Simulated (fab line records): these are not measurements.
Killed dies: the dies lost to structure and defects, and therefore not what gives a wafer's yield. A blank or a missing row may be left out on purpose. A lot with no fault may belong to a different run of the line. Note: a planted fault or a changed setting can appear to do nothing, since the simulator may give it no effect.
Split-lot study    flow n5_finfet    21 wafers read across 7 lots, on a route 1938 steps long

== THE SPLIT ITSELF ==
At N5_BEOL_M11_ETCH_62 (etches SOC in N2/H2, target depth 110 nm, overetch 22 nm, time 165 s), the setting bias_w was moved away from the recipe's 150 W on 8 of the 21 wafers read, by -10.0% to +12.6%. This setting was run at the recipe's value on the other wafers.

Reading taken at the split's own step.

== THE READING ==
rf_vpp_V, in V, at N5_BEOL_M11_ETCH_62 (etches SOC in N2/H2, target depth 110 nm, overetch 22 nm, time 165 s). A value of 523.8 V with a standard deviation of 2.2 V is what fault-free wafers of this fab line usually give.

wafer   tool, chamber at the split  bias_w as run, W  against the recipe  rf_vpp_V, V  against lot-mates on the recipe
L075.1  rie_diel-05, 3              168.9             +12.6%              562.7        no lot-mate on the recipe
L075.4  rie_diel-05, 1              168.9             +12.6%              565.0        no lot-mate on the recipe
L075.5  rie_diel-05, 0              168.9             +12.6%              569.1        no lot-mate on the recipe
L080.3  rie_diel-04, 2              165.6             +10.4%              554.8        +29.1
L080.4  rie_diel-04, 3              150               recipe              525.7        -
L080.6  rie_diel-04, 2              165.6             +10.4%              554.9        +29.2
L085.4  rie_diel-05, 2              150               recipe              523.5        -
L085.5  rie_diel-05, 0              150               recipe              528.7        -
L085.6  rie_diel-05, 3              150               recipe              521.1        -
L083.3  rie_diel-01, 3              135               -10.0%              488.1        -36.3
L083.5  rie_diel-01, 1              135               -10.0%              491.2        -33.2
L083.6  rie_diel-01, 0              150               recipe              524.4        -
L084.1  rie_diel-05, 2              150               recipe              522.6        -
L084.2  rie_diel-05, 0              150               recipe              528.7        -
L084.5  rie_diel-05, 3              150               recipe              524.0        -
L090.2  rie_diel-01, 1              150               recipe              523.1        -
L090.3  rie_diel-01, 3              150               recipe              520.8        -
L090.6  rie_diel-01, 0              150               recipe              524.6        -
L092.1  rie_diel-05, 0              150               recipe              527.2        -
L092.2  rie_diel-05, 1              137.7             -8.2%               495.6        -29.8
L092.4  rie_diel-05, 1              150               recipe              523.6        -

THE FIT
A straight line over all 21 wafers: rf_vpp_V changes by +3.27 V for each +1% of bias_w; r = +0.99; the points scatter about the line by 2.6 V.
The same after taking each lot's own level away (the mean of its wafers on the recipe; 18 wafers): +3.18 V for each +1%; r = +0.99; scatter 2.7 V.
Per that fit: largest bias_w move, reading shift of 40 V.
The span of the lots' own levels, 522.83 to 525.70 V, comes to 1.3 times the standard deviation stated above.
So the lot-to-lot level changes the slope little: the two slopes agree.
Check: for one of the wafers moved furthest among these (+10.4%), held out of the fit, the line's prediction against its lot-mates is +33.4 V. Against them it came out at +29.1 V.
Tool readings at the split's step, against how far the setting was moved: rf_vpp_V r = +0.99.

== THE OTHER SPLITS THESE WAFERS WENT THROUGH ==
Note: prior to the reading, these wafers also went through further splits. Each is held against what the fit with the lots' levels taken away leaves over:
other split on the same wafers  wafers away from the commonest value  r with rf_vpp_V (lot level and that fit taken away)
N5_BEOL_M8_DESCUM_33 time_s     6                                     -0.02
N5_BEOL_M9_DESCUM_16 time_s     7                                     -0.24
N5_BEOL_M9_COAT_63 spin_rpm     7                                     +0.13
N5_BEOL_M10_VIA_ETCH_34 bias_w  6                                     -0.08
N5_BEOL_M10_ETCH_41 source_w    8                                     -0.03
N5_BEOL_M11_COAT_05 spin_rpm    7                                     +0.20

== THE WHOLE CHAIN: every reading that the file lists as answering this split, in the file's order ==
step                 what it does                                                          reading                                                                            change (the file's fit)                 r (the file's)
N5_BEOL_M11_ETCH_62  etches SOC in N2/H2, target depth 110 nm, overetch 22 nm, time 165 s  rf_vpp_V                                                                           +3.25 V for each +1% of the setting     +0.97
N5_BEOL_M11_ETCH_62  etches SOC in N2/H2, target depth 110 nm, overetch 22 nm, time 165 s  SiARC_of_BEOL_M11_COAT_60.thk_nm (the simulator's own value, which no gauge read)  -0.0886 nm for each +1% of the setting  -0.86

== THE FILE'S OWN FIT ==
rf_vpp_V changes by +3.25 V for each +1% of bias_w, r = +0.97.
